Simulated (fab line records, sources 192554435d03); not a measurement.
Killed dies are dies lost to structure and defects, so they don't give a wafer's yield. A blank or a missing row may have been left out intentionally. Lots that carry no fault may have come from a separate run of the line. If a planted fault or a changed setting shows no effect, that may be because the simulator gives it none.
Split-lot study + flow n5-finfet + 21 wafers read across 7 lots, on a route 1938 steps long

## ON THE SPLIT
At N5_BEOL_M14_COAT_22 (resist thk 300 nm), the setting spin-rpm was moved away from the recipe's 2888 rpm on 6 of the 21 wafers read, by -7.2% to +10.1%. The other wafers ran this setting at the recipe's value.

The reading comes from the split's own step.

## THE READING
coat_of_BEOL_M14_COAT_22.thk-nm (the simulator's own value, which no gauge read), in nm, at N5_BEOL_M14_COAT_22 (resist thk 300 nm). The file does not state a usual value for it. The 15 wafers here that ran the recipe average 299.1 nm, standard deviation 0.99 nm.

| wafer  | tool, chamber at the split | spin-rpm as run, rpm | against the recipe | coat_of_BEOL_M14_COAT_22.thk-nm, nm | against lot-mates on the recipe |
|--------|----------------------------|----------------------|--------------------|-------------------------------------|---------------------------------|
| L077.1 | litho-track-03, 0          | 2888                 | recipe             | 298.4                               | -                               |
| L077.4 | litho-track-03, 0          | 2888                 | recipe             | 297.4                               | -                               |
| L077.5 | litho-track-03, 0          | 2888                 | recipe             | 297.2                               | -                               |
| L075.2 | litho-track-03, 0          | 2888                 | recipe             | 298.4                               | -                               |
| L075.3 | litho-track-03, 0          | 2764                 | -4.3%              | 305.8                               | +7.3                            |
| L075.6 | litho-track-03, 0          | 2888                 | recipe             | 298.6                               | -                               |
| L082.2 | litho-track-04, 0          | 2888                 | recipe             | 300.2                               | -                               |
| L082.4 | litho-track-04, 0          | 3181                 | +10.1%             | 286.4                               | -13.8                           |
| L082.5 | litho-track-04, 0          | 3181                 | +10.1%             | 286.6                               | -13.6                           |
| L083.2 | litho-track-01, 0          | 2888                 | recipe             | 301                                 | -                               |
| L083.3 | litho-track-01, 0          | 2888                 | recipe             | 298.8                               | -                               |
| L083.6 | litho-track-01, 0          | 2888                 | recipe             | 299.8                               | -                               |
| L089.1 | litho-track-04, 0          | 2888                 | recipe             | 299.2                               | -                               |
| L089.3 | litho-track-04, 0          | 2681                 | -7.2%              | 310.6                               | +11.5                           |
| L089.4 | litho-track-04, 0          | 2888                 | recipe             | 299                                 | -                               |
| L088.1 | litho-track-04, 0          | 2888                 | recipe             | 298.8                               | -                               |
| L088.2 | litho-track-04, 0          | 2888                 | recipe             | 299.2                               | -                               |
| L088.6 | litho-track-04, 0          | 2888                 | recipe             | 299.6                               | -                               |
| L097.2 | litho-track-04, 0          | 2727                 | -5.6%              | 310                                 | +9.8                            |
| L097.4 | litho-track-04, 0          | 2727                 | -5.6%              | 309                                 | +8.8                            |
| L097.5 | litho-track-04, 0          | 2888                 | recipe             | 300.2                               | -                               |

THE FIT
A straight line over all 21 wafers: coat_of_BEOL_M14_COAT_22.thk-nm changes by -1.43 nm for each +1% of spin-rpm; r = -0.98; the points scatter about the line by 1.3 nm.
The same after taking each lot's own level away (the mean of its wafers on the recipe; 21 wafers): -1.46 nm for each +1%; r = -0.99; scatter 0.7 nm.
On that fit, the largest move of spin-rpm shifts the reading by 15 nm.
Measured against the standard deviation above, the lots' own levels, which go from 297.67 to 300.20 nm, span 2.6 times it.
The two slopes agree, so the slope changes little with the lot-to-lot level.
Check: -15 nm against its lot-mates is what the line predicts for one of the wafers moved furthest among these (+10.1%) when that wafer is left out of the fit. It came out at -13.8 nm against them.

## OTHER SPLITS ON THESE WAFERS
These wafers also went through other splits before the reading. Each is held against what the fit with the lots' levels taken away leaves over:
| other split on the same wafers | wafers away from the commonest value | r with coat_of_BEOL_M14_COAT_22.thk-nm (lot level and that fit taken away) |
|--------------------------------|--------------------------------------|----------------------------------------------------------------------------|
| N5_BEOL_M11_ETCH_62 time-s     | 4                                    | -0.18                                                                      |
| N5_BEOL_M11_COAT_63 spin-rpm   | 6                                    | -0.04                                                                      |
| N5_BEOL_M12_SPUTTER_44 time-s  | 8                                    | -0.25                                                                      |
| N5_BEOL_M13_ILD_DEP_00 time-s  | 8                                    | +0.23                                                                      |

## FILE'S OWN FIT
coat_of_BEOL_M14_COAT_22.thk-nm changes by -1.49 nm for each +1% of spin-rpm, r = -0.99.
